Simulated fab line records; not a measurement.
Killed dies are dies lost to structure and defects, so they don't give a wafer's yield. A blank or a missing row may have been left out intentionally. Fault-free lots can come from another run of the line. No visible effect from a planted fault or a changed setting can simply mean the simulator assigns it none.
A lot that was struck, set against a sound lot	flow nand harc	26 out of 1302 route steps
Sound: these wafers, L305.2, L305.4, L305.5. The struck wafers were L299.3, L299.5, L299.6. The cause is given at the end.
Each step with rows lists, per side, the tool, then ch with its chambers, then its first start. Under that, the readings that differ: sound wafers	struck wafers	difference of the means	sigmas: that difference in standard deviations of wafers without a fault.
alike: words and numbers the same on both sides, and readings whose means are apart by under 2 such deviations; not compared: readings that were withheld, readings missing a value for some wafer, numbers with overlapping values and no deviation given by the record, and bounds like >300 which may hide the same value.
A row with sigmas, a row that says differs or no value, or rows on one side alone: a step with any of these is where the two part. Numbers that have no deviation but don't overlap get no sigmas and don't part them. A reading that every wafer of one side lacks parts them only if that side has two wafers or more.

NHARC_A_CHANNEL_HOLE_D2_INSPECT_12:
  sound: defect inspect-02 at day 22 05:20; struck: defect inspect-02 at day 19 18:17
reading	sound	struck	difference	sigmas
raw defect count	2 7 6	56 52 62	+52	+2
then, 5 steps without rows for these wafers: NHARC_A_CHANNEL_HOLE_D2_DESCUM_15 (chemistry O2, time 3 s); NHARC_A_CHANNEL_HOLE_D2_ETCH_38 (etches the open film in CF4, target depth 39 nm, time 65 s); NHARC_A_CHANNEL_HOLE_D2_ETCH_39 (etches the open film in N2/H2, target depth 260 nm, time 325 s); NHARC_A_CHANNEL_HOLE_D2_ETCH_34 (etches the open film in CF4/CHF3, target depth 154 nm, time 77 s); NHARC_A_CHANNEL_HOLE_D2_ETCH_16 (etches the open film in O2/COS, target depth 3100 nm, time 806 s).
NHARC_A_CHANNEL_HOLE_D2_CD_MEAS_18:
  sound: cd sem-03 at day 22 06:31; struck: cd sem-01 at day 19 19:27
  alike: cd nm
then, 1 step without rows for these wafers: NHARC_A_CHANNEL_HOLE_D2_ETCH_19 (etches the open film in C4F8/O2/Ar, time 34.5 s).
NHARC_A_CHANNEL_HOLE_D2_ETCH_20: etches the open film in C4F8/O2/Ar, time 361.9 s, target depth 1600 nm.
  sound on har etch-01 ch 0,1, day 22 10:56; struck on har etch-02 ch 0,1, day 19 20:17
  alike: c4f8 flow sccm, chamber pressure mTorr, drypump motor current A, showerhead plenum p Torr, throttle valve pct
  not compared: rf hours counter h
NHARC_A_CHANNEL_HOLE_D2_ETCH_21: etches the open film in C4F8/O2/Ar, time 514.3 s, target depth 1600 nm.
  sound on har etch-01 ch 0,1, day 22 11:16; struck on har etch-02 ch 0,1, day 19 20:38
  alike: c4f8 flow sccm, chamber pressure mTorr, drypump motor current A, showerhead plenum p Torr, throttle valve pct
  not compared: rf hours counter h
NHARC_A_CHANNEL_HOLE_D2_ETCH_22: etches the open film in C4F8/O2/Ar, time 666.7 s, target depth 1600 nm.
  sound on har etch-01 ch 0,1, day 22 11:44; struck on har etch-02 ch 0,1, day 19 21:07
  alike: c4f8 flow sccm, chamber pressure mTorr, drypump motor current A, showerhead plenum p Torr, throttle valve pct
  not compared: rf hours counter h
NHARC_A_CHANNEL_HOLE_D2_ETCH_23: etches the open film in C4F8/O2/Ar, time 819 s, target depth 1600 nm.
  sound on har etch-01 ch 0,1, day 22 12:20; struck on har etch-02 ch 0,1, day 19 21:43
  alike: c4f8 flow sccm, chamber pressure mTorr, drypump motor current A, showerhead plenum p Torr, throttle valve pct
  not compared: rf hours counter h
NHARC_A_CHANNEL_HOLE_D2_ETCH_24: etches the open film in C4F8/O2/Ar, time 906.2 s, target depth 1500 nm.
  sound on har etch-01 ch 0,1, day 22 13:02; struck on har etch-02 ch 0,1, day 19 22:26
  no value came back on the struck wafers for any of 6 readings (c4f8 flow sccm (sccm), chamber pressure mTorr (mTorr) and others); on the sound wafers c4f8 flow sccm (sccm) reads 94.31 94.06 94.05
  not compared: rf hours counter h
then, 1 step without rows for these wafers: NHARC_A_CHANNEL_HOLE_D2_ETCH_25 (etches the open film in C4F8/O2/Ar, time 1040.2 s, target depth 1500 nm).
NHARC_A_CHANNEL_HOLE_D2_ETCH_26: etches the open film in C4F8/O2/Ar, time 224.1 s, target depth 300 nm.
  sound on har etch-01 ch 0,1, day 22 14:35; struck on har etch-02 ch 0,1, day 19 23:53
  alike: bias v, c4f8 flow sccm, drypump motor current A, showerhead plenum p Torr, throttle valve pct
  not compared: rf hours counter h
then, 4 steps without rows for these wafers: NHARC_A_CHANNEL_HOLE_D2_ETCH_27 (etches the open film in C4F8/O2/Ar, time 90 s, target depth 400 nm); NHARC_A_CHANNEL_HOLE_D2_STRIP_41 (strips in N2/H2); NHARC_A_CHANNEL_HOLE_D2_STRIP_42 (strips in CF4/CHF3); NHARC_A_CHANNEL_HOLE_D2_STRIP_43 (strips in O2/COS).
NHARC_A_CHANNEL_HOLE_D2_ETCH_44: etches the open film in CF4/O2, target depth 140 nm, overetch 14 nm, time 77 s.
  sound on rie diel-09 ch 1,2,3, day 22 15:30; struck on rie diel-07 ch 0,2,3, day 20 00:47
reading	sound	struck	difference	sigmas
model.A_CHANNEL_HOLE_D2.cd nm (nm)	89.79 89.93 89.88	97.92 98.75 97.5	+8.19	
  alike: bias w, cf4 flow sccm, drypump motor current A, oes product au, rf vpp V, showerhead plenum p Torr, throttle valve pct
  not compared: rf hours counter h
then, 3 steps without rows for these wafers: NHARC_A_CHANNEL_HOLE_D2_STRIP_28 (strips in O2); NHARC_A_CHANNEL_HOLE_D2_PRECLEAN_29 (cleans in SC1); NHARC_A_CHANNEL_HOLE_D2_SRD_30.
NHARC_A_CHANNEL_HOLE_D2_CD_MEAS_31:
  sound: cd sem-01 at day 22 16:18; struck: cd sem-02 at day 20 01:34
reading	sound	struck	difference	sigmas
cd nm (nm)	90.0 89.8 89.0	0.2 0.0 1.0	-89.2	-69
NHARC_A_CHANNEL_HOLE_D2_XSEM_32:
  sound on xsem-01 ch 0, day 22 16:23; struck on xsem-02 ch 0, day 20 01:39
reading	sound	struck	difference	sigmas
bot cd nm (nm)	73.2 73.4 73.0	1.1 1.2 2.0	-71.8	-51
bow nm (nm)	8.47 8.64 8.53	0.00 0.00 0.00	-8.55	-28
  alike: tilt deg
NHARC_A_CHANNEL_HOLE_D2_INSPECT_40:
  sound: defect inspect-02 at day 22 16:29; struck: defect inspect-02 at day 20 01:44
  alike: raw defect count

== WHERE THEY PART ==
First at NHARC_A_CHANNEL_HOLE_D2_INSPECT_12; last, within this record, at NHARC_A_CHANNEL_HOLE_D2_XSEM_32. Later steps at which nothing parts them and some readings are alike: NHARC_A_CHANNEL_HOLE_D2_INSPECT_40.

WHY: what the simulator had put in
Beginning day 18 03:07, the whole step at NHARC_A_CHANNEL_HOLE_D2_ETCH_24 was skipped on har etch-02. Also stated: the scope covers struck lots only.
